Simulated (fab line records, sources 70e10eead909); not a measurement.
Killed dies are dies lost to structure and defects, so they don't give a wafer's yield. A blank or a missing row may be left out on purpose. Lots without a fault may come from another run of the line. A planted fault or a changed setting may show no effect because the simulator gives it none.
Which tool did it? | flow nand_harc | 22 lots, 66 wafers sampled, at 3 steps of a route of 1159

WHAT THE GAUGES READ, wafer by wafer
NHARC_P_GATE_CD_MEAS_46: target cd 720 nm.
lot  | measured     | on        | cd_nm (nm)
L074 | day 5 09:55  | cd_sem-01 | 718.1 717.0 714.5
L076 | day 5 14:27  | cd_sem-02 | 721.0 723.5 722.1
L077 | day 6 03:48  | cd_sem-01 | 717.1 718.7 720.7
L078 | day 6 04:14  | cd_sem-01 | 723.0 722.7 724.2
L079 | day 6 06:52  | cd_sem-02 | 721.8 721.8 723.5
L080 | day 6 20:40  | cd_sem-01 | 718.0 718.3 715.3
L081 | day 6 22:39  | cd_sem-01 | 719.9 717.5 720.2
L082 | day 7 02:58  | cd_sem-03 | 721.2 722.8 720.2
L083 | day 7 13:02  | cd_sem-03 | 718.6 719.7 717.7
L084 | day 7 17:53  | cd_sem-02 | 716.1 718.8 721.4
L085 | day 8 08:35  | cd_sem-02 | 719.6 716.6 719.1
L086 | day 8 10:12  | cd_sem-01 | 720.1 718.5 721.4
L087 | day 8 07:34  | cd_sem-02 | 720.3 719.2 718.2
L088 | day 8 14:48  | cd_sem-02 | 722.5 719.3 717.7
L089 | day 9 02:04  | cd_sem-01 | 721.6 718.3 720.4
L090 | day 9 02:44  | cd_sem-01 | 719.9 723.6 719.1
L091 | day 9 11:29  | cd_sem-03 | 719.8 723.6 720.5
L092 | day 9 18:16  | cd_sem-01 | 719.3 723.5 722.4
L093 | day 9 21:23  | cd_sem-03 | 724.8 720.3 720.6
L094 | day 9 21:34  | cd_sem-02 | 714.6 720.0 717.3
L095 | day 10 15:46 | cd_sem-02 | 714.8 714.2 719.0
L096 | day 11 02:07 | cd_sem-02 | 714.4 717.5 719.2

WHICH TOOL RAN EACH LOT (tool, then ch and the chambers of the sampled wafers, then the start)
lot  | NHARC_P_ZERO_WELL_DESCUM_13       | NHARC_P_GATE_STRIP_108
L074 | rie_diel-01 ch 2,3, day 1 13:31   | rie_diel-05 ch 0,1,2, day 4 22:49
L076 | rie_diel-02 ch 0,2,3, day 2 01:35 | rie_diel-05 ch 0,1,3, day 5 03:18
L077 | rie_diel-01 ch 2,3, day 2 07:18   | rie_diel-11 ch 0,1,3, day 5 16:33
L078 | rie_diel-03 ch 0,1,3, day 2 13:25 | rie_diel-11 ch 0,1, day 5 17:08
L079 | rie_diel-01 ch 0,2,3, day 2 19:25 | rie_diel-11 ch 0,1,2, day 5 19:43
L080 | rie_diel-03 ch 0,2,3, day 3 01:31 | rie_diel-11 ch 1,2,3, day 6 09:28
L081 | rie_diel-02 ch 1,3, day 3 07:24   | rie_diel-06 ch 1,3, day 6 09:17
L082 | rie_diel-02 ch 1,2, day 3 13:24   | rie_diel-11 ch 1,2, day 6 15:46
L083 | rie_diel-02 ch 1,2,3, day 3 19:25 | rie_diel-05 ch 0,1,2, day 7 00:27
L084 | rie_diel-01 ch 1,3, day 4 01:17   | rie_diel-11 ch 0,2, day 7 04:34
L085 | rie_diel-01 ch 0,1,3, day 4 07:29 | rie_diel-11 ch 0,1,3, day 7 21:28
L086 | rie_diel-03 ch 0,1,2, day 4 13:25 | rie_diel-11 ch 1,2,3, day 7 21:05
L087 | rie_diel-02 ch 0,3, day 4 19:16   | rie_diel-11 ch 0,1,2, day 7 20:28
L088 | rie_diel-01 ch 0,1,2, day 5 01:24 | rie_diel-11 ch 0,3, day 8 03:44
L089 | rie_diel-01 ch 0,1, day 5 07:24   | rie_diel-05 ch 0,1, day 8 14:35
L090 | rie_diel-03 ch 0,1, day 5 13:17   | rie_diel-05 ch 0,1,2, day 8 15:31
L091 | rie_diel-01 ch 1,2,3, day 5 19:16 | rie_diel-05 ch 0,1,2, day 9 00:09
L092 | rie_diel-02 ch 0,1,2, day 6 01:25 | rie_diel-11 ch 0,1,3, day 9 07:12
L093 | rie_diel-01 ch 0,3, day 6 07:31   | rie_diel-05 ch 0,3, day 9 10:16
L094 | rie_diel-02 ch 0,1,2, day 6 13:31 | rie_diel-11 ch 0,3, day 9 10:20
L095 | rie_diel-03 ch 0,2,3, day 6 19:17 | rie_diel-11 ch 0,2,3, day 10 04:46
L096 | rie_diel-03 ch 0,1,3, day 7 01:32 | rie_diel-06 ch 1,2,3, day 10 15:07
- NHARC_P_ZERO_WELL_DESCUM_13: chemistry O2, time 3 s.
- NHARC_P_GATE_STRIP_108: strips in O2.

WHAT THE TOOLS THEMSELVES READ (means of the sampled wafers that have a number; where no wafer has one, the mark that the record gives instead)
NHARC_P_ZERO_WELL_DESCUM_13.
lot  | tool        | drypump_motor_current_A (A) | o2_flow_sccm (sccm) | oes_product_au (a.u.) | rf_vpp_V (V) | showerhead_plenum_p_Torr (Torr) | throttle_valve_pct (%)
L074 | rie_diel-01 | 5.4                         | 199.8               | 0.993                 | 58.0         | 2.05                            | 11.298
L076 | rie_diel-02 | 5.4                         | 200.2               | 0.999                 | 59.1         | 1.92                            | 11.320
L077 | rie_diel-01 | 5.4                         | 200.1               | 1.001                 | 58.5         | 2.05                            | 11.314
L078 | rie_diel-03 | 5.6                         | 200.1               | 0.999                 | 57.8         | 2.01                            | 11.320
L079 | rie_diel-01 | 5.7                         | 200.2               | 1.001                 | 57.9         | 1.96                            | 11.304
L080 | rie_diel-03 | 5.7                         | 200.1               | 0.993                 | 57.4         | 1.98                            | 11.310
L081 | rie_diel-02 | 5.2                         | 199.8               | 0.989                 | 58.1         | 1.89                            | 11.315
L082 | rie_diel-02 | 5.8                         | 200.4               | 1.009                 | 57.7         | 1.86                            | 11.311
L083 | rie_diel-02 | 5.5                         | 200.5               | 0.990                 | 56.9         | 1.87                            | 11.320
L084 | rie_diel-01 | 6.0                         | 200.4               | 0.997                 | 58.6         | 1.98                            | 11.307
L085 | rie_diel-01 | 6.0                         | 200.0               | 0.993                 | 57.9         | 1.91                            | 11.306
L086 | rie_diel-03 | 5.6                         | 199.8               | 1.006                 | 58.6         | 2.00                            | 11.313
L087 | rie_diel-02 | 5.1                         | 200.1               | 0.989                 | 58.1         | 1.93                            | 11.309
L088 | rie_diel-01 | 5.8                         | 199.8               | 0.999                 | 57.9         | 1.93                            | 11.306
L089 | rie_diel-01 | 6.1                         | 200.1               | 1.008                 | 58.6         | 1.84                            | 11.318
L090 | rie_diel-03 | 5.5                         | 199.8               | 1.002                 | 57.7         | 2.02                            | 11.315
L091 | rie_diel-01 | 5.8                         | 200.2               | 1.002                 | 59.1         | 2.00                            | 11.311
L092 | rie_diel-02 | 5.8                         | 200.1               | 0.997                 | 58.4         | 1.91                            | 11.319
L093 | rie_diel-01 | 5.9                         | 199.9               | 1.002                 | 57.3         | 1.87                            | 11.299
L094 | rie_diel-02 | 5.8                         | 199.6               | 0.995                 | 57.4         | 1.91                            | 11.317
L095 | rie_diel-03 | 5.7                         | 199.8               | 0.992                 | 58.5         | 1.98                            | 11.310
L096 | rie_diel-03 | 5.6                         | 200.1               | 1.014                 | 58.9         | 2.01                            | 11.310

NHARC_P_GATE_STRIP_108.
lot  | tool        | drypump_motor_current_A (A) | o2_flow_sccm (sccm) | oes_product_au (a.u.) | rf_vpp_V (V) | showerhead_plenum_p_Torr (Torr) | throttle_valve_pct (%)
L074 | rie_diel-05 | 5.60                        | 501.5               | 1.004                 | 58.1         | 3.56                            | 17.035
L076 | rie_diel-05 | 5.49                        | 500.0               | 1.002                 | 57.6         | 3.40                            | 17.034
L077 | rie_diel-11 | 5.51                        | 500.8               | 1.003                 | 57.5         | 3.38                            | 17.028
L078 | rie_diel-11 | 5.74                        | 499.8               | 1.004                 | 57.5         | 3.41                            | 17.038
L079 | rie_diel-11 | 5.54                        | 498.5               | 0.998                 | 56.9         | 3.42                            | 17.042
L080 | rie_diel-11 | 5.37                        | 500.3               | 0.995                 | 57.9         | 3.44                            | 17.031
L081 | rie_diel-06 | 5.87                        | 501.9               | 0.984                 | 58.4         | 3.67                            | 17.036
L082 | rie_diel-11 | 5.41                        | 499.1               | 0.988                 | 58.0         | 3.48                            | 17.038
L083 | rie_diel-05 | 5.60                        | 500.4               | 1.008                 | 59.0         | 3.55                            | 17.034
L084 | rie_diel-11 | 5.37                        | 499.8               | 0.994                 | 57.7         | 3.43                            | 17.021
L085 | rie_diel-11 | 5.51                        | 500.7               | 1.000                 | 57.9         | 3.37                            | 17.033
L086 | rie_diel-11 | 5.38                        | 500.6               | 1.000                 | 57.0         | 3.44                            | 17.034
L087 | rie_diel-11 | 5.55                        | 501.2               | 0.995                 | 57.2         | 3.41                            | 17.039
L088 | rie_diel-11 | 5.30                        | 499.1               | 0.992                 | 57.0         | 3.35                            | 17.035
L089 | rie_diel-05 | 5.57                        | 500.5               | 0.991                 | 57.4         | 3.42                            | 17.033
L090 | rie_diel-05 | 5.61                        | 499.3               | 0.991                 | 57.1         | 3.54                            | 17.037
L091 | rie_diel-05 | 5.59                        | 500.5               | 0.998                 | 57.4         | 3.54                            | 17.040
L092 | rie_diel-11 | 5.52                        | 499.3               | 1.000                 | 57.4         | 3.37                            | 17.039
L093 | rie_diel-05 | 5.55                        | 502.1               | 0.993                 | 57.7         | 3.52                            | 17.029
L094 | rie_diel-11 | 5.29                        | 500.0               | 1.011                 | 57.8         | 3.35                            | 17.041
L095 | rie_diel-11 | 5.33                        | 502.2               | 0.996                 | 57.3         | 3.38                            | 17.030
L096 | rie_diel-06 | 5.98                        | 499.4               | 0.989                 | 57.3         | 3.55                            | 17.032

THE ANSWER, worked out from the rows above alone
Rule: what is usual is taken from the lots themselves. Put in order of their means at a reading, lots are off if they are a third of the lots or fewer, leave a main group of 4 or more, and stand apart from it by a gap of 3 or more times the standard deviation of the main group's means; of several such gaps the widest counts. A main group whose means are all the same, to the digits that the tables above print for the reading, isn't used. A lot without any number at a reading at which 4 lots or more have one is off too. The other lots that the step has rows for count as sound. The gauges are gone through in route order, then the tools' own readings, and for those a lot's mean is taken as printed above. The first step at which some lot is off is used, and at that step the reading that is off furthest; a lot without a number counts as furthest.
No lot is off at any reading shown: from this, nothing can be told.

WHAT THE SIMULATOR HAD PUT IN
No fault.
